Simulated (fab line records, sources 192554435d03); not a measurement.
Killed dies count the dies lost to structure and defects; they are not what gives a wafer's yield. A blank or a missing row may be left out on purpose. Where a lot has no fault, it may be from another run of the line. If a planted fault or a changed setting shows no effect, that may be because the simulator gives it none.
Split-lot experiment    flow n5 finfet    21 wafers read from 7 lots, route of 1938 steps

== ON THE SPLIT ==
At N5_GATE_CUT_ETCH_58 (etches SiNx in CH3F/O2, target depth 17 nm, time 128.6 s), the setting bias w was moved away from the recipe's 21 W on 7 of the 21 wafers read, by -16.9% to +11.6%. This setting was run at the recipe's value on the other wafers.

The reading is taken at the split's own step.

== THE READING ==
rf vpp V, in V, at N5_GATE_CUT_ETCH_58 (etches SiNx in CH3F/O2, target depth 17 nm, time 128.6 s). Typical for fault-free wafers on this fab line: 99.1 V, with standard deviation 0.9 V.

wafer   tool, chamber at the split  bias w as run, W  against the recipe  rf vpp V, V  against lot-mates on the recipe
L074.2  rie diel-05, 2              21                recipe              98.8         -
L074.3  rie diel-05, 1              21                recipe              99.1         -
L074.5  rie diel-05, 0              21                recipe              98.0         -
L076.3  rie diel-05, 2              17.46             -16.9%              88.1         -10.3
L076.4  rie diel-05, 3              21                recipe              98.1         -
L076.6  rie diel-05, 0              21                recipe              98.7         -
L080.2  rie diel-01, 2              21                recipe              99.3         -
L080.4  rie diel-01, 3              22.18             +5.6%               103.0        +3.7
L080.6  rie diel-01, 0              22.18             +5.6%               103.5        +4.2
L082.1  rie diel-05, 2              18.85             -10.2%              92.0         -7.7
L082.2  rie diel-05, 3              21                recipe              99.7         -
L082.5  rie diel-05, 1              18.85             -10.2%              92.3         -7.4
L083.2  rie diel-01, 3              21                recipe              97.8         -
L083.4  rie diel-01, 1              23.43             +11.6%              106.5        +8.8
L083.6  rie diel-01, 2              21                recipe              97.6         -
L087.2  rie diel-06, 3              21                recipe              97.4         -
L087.4  rie diel-06, 2              21                recipe              100.1        -
L087.6  rie diel-06, 1              21                recipe              100.3        -
L089.3  rie diel-01, 2              18.92             -9.9%               94.1         -5.2
L089.4  rie diel-01, 0              21                recipe              99.8         -
L089.5  rie diel-01, 2              21                recipe              98.9         -

THE FIT
A straight line over all 21 wafers: rf vpp V changes by +0.642 V for each +1% of bias w; r = +0.98; the points scatter about the line by 0.9 V.
The same after taking each lot's own level away (the mean of its wafers on the recipe; 21 wafers): +0.671 V for each +1%; r = +0.98; scatter 0.78 V.
Per that fit: largest bias w move, reading shift of 11 V.
The lots' own levels span 97.70 to 99.70 V, that is 2.2 times the standard deviation above.
The two slopes are in agreement: the lot-to-lot level therefore moves the slope only a little.
Check: with one of the wafers moved furthest among these (-16.9%) left out of the fit, the line predicts -11.7 V for it against its lot-mates. Against them it came out at -10.3 V.
Tool readings at the split's step, against how far the setting was moved: rf vpp V r = +0.98.

== FURTHER SPLITS ON THESE WAFERS ==
Note: prior to the reading, these wafers also went through further splits. Each is held against what the fit with the lots' levels taken away leaves over:
other split on the same wafers        wafers away from the commonest value  r with rf vpp V (lot level and that fit taken away)
N5_SD_EPI_P_EPI_21 epi growth time s  6                                     -0.32

== THE WHOLE CHAIN: every reading that the file lists as answering this split, in the file's order ==
step                 what it does                                              reading                                                         change (the file's fit)                r (the file's)
N5_GATE_CUT_ETCH_58  etches SiNx in CH3F/O2, target depth 17 nm, time 128.6 s  rf vpp V                                                        +0.655 V for each +1% of the setting   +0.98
N5_GATE_CUT_ETCH_58  etches SiNx in CH3F/O2, target depth 17 nm, time 128.6 s  etch.depth nm (the simulator's own value, which no gauge read)  +0.088 nm for each +1% of the setting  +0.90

== THE FILE'S OWN FIT ==
rf vpp V changes by +0.655 V for each +1% of bias w, r = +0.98.
